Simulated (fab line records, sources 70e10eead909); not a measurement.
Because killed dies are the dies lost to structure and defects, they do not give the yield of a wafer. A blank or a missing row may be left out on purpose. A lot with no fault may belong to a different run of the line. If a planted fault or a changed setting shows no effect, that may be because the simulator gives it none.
Tool commonality check + flow nand-harc + 1 lot, 3 wafers sampled

## WHY IT WAS OPENED
At NHARC_END_SORT_01 the reading killed-at-periphery is flagged on 1 of 1 lot. Fault-free wafers read 4.3, with a standard deviation of 2.8.
Rule: a lot is flagged in two cases, either no wafer of it has a number, or all its wafers with numbers fall more than 4 standard deviations from that mean. The rest of the lots are taken to be sound.

| lot  | measured     | on        | killed-at-periphery, wafer by wafer | flag    |
|------|--------------|-----------|-------------------------------------|---------|
| L516 | day 30 08:54 | prober-02 | 618 602 607                         | FLAGGED |
Averaged over the flagged lots the numbers come to 609.0, +604.7 from the usual (+99 or more standard deviations).

## LOT BY LOT: THE TOOL USED
The record holds 4 process steps before the reading, out of a route of 1302 steps. Read each cell as the tool, then ch plus the chambers that the sampled wafers visited, then the start.
| lot  | flag    | NHARC_P_ZERO_WELL_EXPOSE_34      | NHARC_P_ZERO_WELL_DESCUM_54       | NHARC_P_GATE_DESCUM_13 | NHARC_P_GATE_ETCH_104 |
|------|---------|----------------------------------|-----------------------------------|------------------------|-----------------------|
| L516 | FLAGGED | krf-scanner-02 ch 0, day 7 19:58 | rie-diel-08 ch 0,1,2, day 7 21:49 | no row                 | no row                |
What is done by these steps:
- NHARC_P_ZERO_WELL_EXPOSE_34: exposes mask P PWELL, target cd 720 nm.
- NHARC_P_ZERO_WELL_DESCUM_54: chemistry O2, time 3 s.
- NHARC_P_GATE_DESCUM_13: chemistry O2, time 3 s.
- NHARC_P_GATE_ETCH_104: etches the open film in CF4/CHF3, target depth 60 nm.
- NHARC_END_SORT_01

## FLAGGED AGAINST TOTAL, ONE TOOL AT A TIME (gauges that did the reading follow at the end)
| step                        | tool           | lots run | flagged | share of the flagged lots | sound lots run after its first flagged lot |
|-----------------------------|----------------|----------|---------|---------------------------|--------------------------------------------|
| NHARC_P_ZERO_WELL_EXPOSE_34 | krf-scanner-02 | 1        | 1       | all                       | 0                                          |
| NHARC_P_ZERO_WELL_DESCUM_54 | rie-diel-08    | 1        | 1       | all                       | 0                                          |
| NHARC_END_SORT_01           | prober-02      | 1        | 1       | all                       | 0                                          |

## THE TABLE: WHAT IT ALLOWS
In the table, 3 rows ran each flagged lot (krf-scanner-02 at NHARC_P_ZERO_WELL_EXPOSE_34; rie-diel-08 at NHARC_P_ZERO_WELL_DESCUM_54; prober-02 at NHARC_END_SORT_01).
- krf-scanner-02 at NHARC_P_ZERO_WELL_EXPOSE_34: 1 of its 1 lot flagged. In this sample it ran no sound lot ahead of its first flagged lot, so there is no way to narrow down the start.
- rie-diel-08 at NHARC_P_ZERO_WELL_DESCUM_54: 1 of its 1 lot flagged. In this sample it ran no sound lot ahead of its first flagged lot, so there is no way to narrow down the start.
- prober-02 at NHARC_END_SORT_01: 1 of its 1 lot flagged. In this sample it ran no sound lot ahead of its first flagged lot, so there is no way to narrow down the start.
These 3 tools cannot be told apart by counting lots, since each of them fits a fault that started at some hour. More lots, or a look at what each step does to the wafer, might.

## WHAT THE SIMULATOR HAD PUT IN
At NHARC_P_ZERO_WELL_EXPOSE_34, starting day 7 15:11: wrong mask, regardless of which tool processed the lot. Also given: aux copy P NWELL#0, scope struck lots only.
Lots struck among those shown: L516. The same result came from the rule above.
